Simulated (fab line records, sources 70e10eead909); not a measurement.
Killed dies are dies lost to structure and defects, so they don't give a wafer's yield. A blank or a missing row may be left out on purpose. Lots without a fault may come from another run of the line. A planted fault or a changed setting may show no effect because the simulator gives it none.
Which tool did it? | flow nand_harc | 12 lots, 36 wafers sampled, at 6 steps of a route of 1302

WHAT THE GAUGES READ, wafer by wafer
NHARC_A_CONTACT_CD_MEAS_80.
lot  | measured     | on        | cd_nm (nm)
L075 | day 22 18:04 | cd_sem-01 | 289.8 290.1 289.3
L076 | day 23 00:25 | cd_sem-01 | 289.9 290.3 290.3
L079 | day 24 21:54 | cd_sem-03 | 289.9 289.7 289.9
L081 | day 25 04:10 | cd_sem-01 | 290.5 290.7 291.2
L083 | day 26 08:20 | cd_sem-01 | 289.4 290.0 289.7
L086 | day 27 04:23 | cd_sem-03 | 290.2 289.6 289.9
L087 | day 28 00:31 | cd_sem-03 | 289.7 290.0 289.7
L090 | day 28 06:52 | cd_sem-03 | 289.9 290.1 289.8
L093 | day 29 08:08 | cd_sem-03 | 290.0 289.8 289.9
L092 | day 29 16:22 | cd_sem-01 | 290.3 289.8 289.6
L095 | day 31 00:28 | cd_sem-03 | 290.8 290.6 290.6
L097 | day 31 08:50 | cd_sem-01 | 288.8 288.7 289.3

WHICH TOOL RAN EACH LOT (tool, then ch and the chambers of the sampled wafers, then the start)
lot  | NHARC_A_CONTACT_ETCH_115             | NHARC_A_CONTACT_ETCH_117             | NHARC_A_CONTACT_DEP_57        | NHARC_A_CONTACT_ETCH_76                       | NHARC_A_CONTACT_ETCH_127
L075 | har_cap_etch-02 ch 0,1, day 22 06:14 | har_cap_etch-02 ch 0,1, day 22 06:34 | acl_dep-03 ch 0, day 22 10:50 | rie_diel-13 ch 0,2, day 22 16:04 or earlier   | har_cap_etch-03 ch 0,1, day 22 16:04
L076 | har_cap_etch-02 ch 0,1, day 22 12:07 | har_cap_etch-02 ch 0,1, day 22 12:28 | acl_dep-01 ch 0, day 22 16:12 | rie_diel-05 ch 0,1,2, day 22 22:23 or earlier | har_cap_etch-02 ch 0,1, day 22 22:23
L079 | har_cap_etch-03 ch 0,1, day 24 05:04 | har_cap_etch-03 ch 0,1, day 24 05:25 | acl_dep-02 ch 0, day 24 13:05 | rie_diel-03 ch 0,2,3, day 24 19:19 or earlier | har_cap_etch-03 ch 0,1, day 24 19:19
L081 | har_cap_etch-02 ch 0,1, day 24 14:52 | har_cap_etch-02 ch 0,1, day 24 15:20 | acl_dep-02 ch 0, day 24 20:01 | rie_diel-03 ch 1,2,3, day 25 02:06 or earlier | har_cap_etch-02 ch 0,1, day 25 02:06
L083 | har_cap_etch-01 ch 0,1, day 25 18:31 | har_cap_etch-01 ch 0,1, day 25 18:52 | acl_dep-03 ch 0, day 25 23:49 | rie_diel-03 ch 0,1,2, day 26 06:17 or earlier | har_cap_etch-01 ch 0,1, day 26 06:17
L086 | har_cap_etch-01 ch 0,1, day 26 13:58 | har_cap_etch-01 ch 0,1, day 26 14:19 | acl_dep-01 ch 0, day 26 20:11 | rie_diel-03 ch 0,3, day 27 02:22 or earlier   | har_cap_etch-01 ch 0,1, day 27 02:22
L087 | har_cap_etch-03 ch 0,1, day 27 06:39 | har_cap_etch-03 ch 0,1, day 27 06:59 | acl_dep-01 ch 0, day 27 16:18 | rie_diel-05 ch 0,3, day 27 21:59 or earlier   | har_cap_etch-02 ch 0,1, day 27 21:59
L090 | har_cap_etch-02 ch 0,1, day 27 17:28 | har_cap_etch-02 ch 0,1, day 27 17:55 | acl_dep-01 ch 0, day 27 23:08 | rie_diel-03 ch 0,2,3, day 28 04:51 or earlier | har_cap_etch-01 ch 0,1, day 28 04:51
L093 | har_cap_etch-02 ch 0,1, day 28 14:41 | har_cap_etch-02 ch 0,1, day 28 15:08 | acl_dep-02 ch 0, day 29 00:29 | rie_diel-05 ch 2,3, day 29 06:05 or earlier   | har_cap_etch-02 ch 0,1, day 29 06:05
L092 | har_cap_etch-03 ch 0,1, day 29 04:23 | har_cap_etch-03 ch 0,1, day 29 04:43 | acl_dep-03 ch 0, day 29 08:29 | rie_diel-13 ch 1,2,3, day 29 14:17 or earlier | har_cap_etch-02 ch 0,1, day 29 14:17
L095 | har_cap_etch-03 ch 0,1, day 30 12:22 | har_cap_etch-03 ch 0,1, day 30 12:43 | acl_dep-02 ch 0, day 30 16:38 | rie_diel-03 ch 0,1,2, day 30 22:25 or earlier | har_cap_etch-02 ch 0,1, day 30 22:25
L097 | har_cap_etch-03 ch 0,1, day 30 20:39 | har_cap_etch-03 ch 0,1, day 30 20:59 | acl_dep-01 ch 0, day 31 00:44 | rie_diel-03 ch 1,2, day 31 06:41 or earlier   | har_cap_etch-03 ch 0,1, day 31 06:41
- NHARC_A_CONTACT_ETCH_115: etches the open film in C4F8/O2/Ar, time 190 s, target depth 1850 nm.
- NHARC_A_CONTACT_ETCH_117: etches the open film in C4F8/O2/Ar, time 190 s, target depth 1850 nm.
- NHARC_A_CONTACT_DEP_57: deposits aC, target thk 5300 nm.
- NHARC_A_CONTACT_ETCH_76: etches the open film in N2/H2, target depth 260 nm, time 475.3 s.
- NHARC_A_CONTACT_ETCH_127: etches the open film in C4F8/O2/Ar, time 197 s, target depth 1918 nm.

THE ANSWER, worked out from the rows above alone
Rule: what is usual is taken from the lots themselves. Put in order of their means at a reading, lots are off if they are a third of the lots or fewer, leave a main group of 4 or more, and stand apart from it by a gap of 3 or more times the standard deviation of the main group's means; of several such gaps the widest counts. A main group whose means are all the same, to the digits that the tables above print for the reading, isn't used. A lot without any number at a reading at which 4 lots or more have one is off too. The other lots that the step has rows for count as sound.
No lot is off at any reading shown: from this, nothing can be told.

WHAT THE SIMULATOR HAD PUT IN
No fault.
